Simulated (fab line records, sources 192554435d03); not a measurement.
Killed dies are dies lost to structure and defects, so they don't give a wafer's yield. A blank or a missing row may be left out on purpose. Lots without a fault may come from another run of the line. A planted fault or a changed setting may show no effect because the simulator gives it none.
Chamber matching | flow n5_finfet | N5_BEOL_M2_CO_CAP_55 on cvd_co-02: 3 sister chambers
The step material Co, precursor CCTBA/H2, target thk 2 nm, time 102.1 s. 22 wafers are shown with their chamber, then 11 later ones without.

WAFERS WITH THEIR CHAMBER
wafer  | chamber | heater_power_w (W) | susceptor_temp_C (C)
L074.2 | 0       | 225                | 200.14
L074.3 | 1       | 239                | 200.01
L074.4 | 0       | 234                | 199.91
L075.1 | 2       | 264                | 199.80
L075.2 | 1       | 230                | 200.06
L075.3 | 0       | 231                | 199.97
L076.1 | 1       | 231                | 199.93
L076.2 | 2       | 270                | 199.50
L076.5 | 1       | 241                | 200.08
L079.2 | 1       | 236                | 199.89
L079.3 | 0       | 230                | 199.69
L079.6 | 2       | 268                | 200.08
L082.2 | 1       | 235                | 199.80
L082.4 | 2       | 273                | 200.08
L082.5 | 0       | 231                | 200.07
L084.1 | 1       | 242                | 200.06
L084.5 | 1       | 242                | 200.01
L084.6 | 2       | 267                | 199.86
L085.2 | 0       | 228                | 199.92
L085.4 | 0       | 226                | 200.06
L085.5 | 2       | 268                | 200.04
L089.2 | 2       | 267                | 200.05

SIGNATURES (means of the wafers above)
reading          | chamber 0 | chamber 1 | chamber 2 | scatter within a chamber
heater_power_w   | 229.29    | 237.00    | 268.14    | 3.74
susceptor_temp_C | 199.9657  | 199.9800  | 199.9157  | 0.158
Rule: a wafer's distance from a chamber is the root of the sum, over the readings, of the square of ((its reading less the chamber's mean) divided by the reading's scatter). The wafer belongs to the nearest chamber; if the next one is less than 2 further off, it can't be placed. The scatter: the root of (the sum of the squares of (reading less its chamber's mean) over the shown wafers, divided by (wafers less chambers)).

WAFERS WITHOUT THEIR CHAMBER
wafer  | heater_power_w (W) | susceptor_temp_C (C)
L089.3 | 241                | 199.97
L089.6 | 235                | 199.76
L092.1 | 237                | 199.91
L092.2 | 230                | 199.91
L092.3 | 269                | 199.87
L093.3 | 232                | 200.23
L093.5 | 263                | 199.84
L093.6 | 238                | 199.90
L094.1 | 261                | 199.90
L094.4 | 230                | 199.60
L094.5 | 241                | 199.97

WHICH CHAMBER EACH WENT THROUGH
wafer  | from the rows above     | in truth
L089.3 | 1                       | 1
L089.6 | can't be placed: 1 or 0 | 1
L092.1 | can't be placed: 1 or 0 | 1
L092.2 | can't be placed: 0 or 1 | 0
L092.3 | 2                       | 2
L093.3 | can't be placed: 0 or 1 | 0
L093.5 | 2                       | 2
L093.6 | can't be placed: 1 or 0 | 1
L094.1 | 2                       | 2
L094.4 | can't be placed: 0 or 1 | 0
L094.5 | 1                       | 1
Placed correctly: 5 of 11. Can't be placed from these rows: 6 (the true chamber is among the candidates in 6). Placed wrongly: 0.
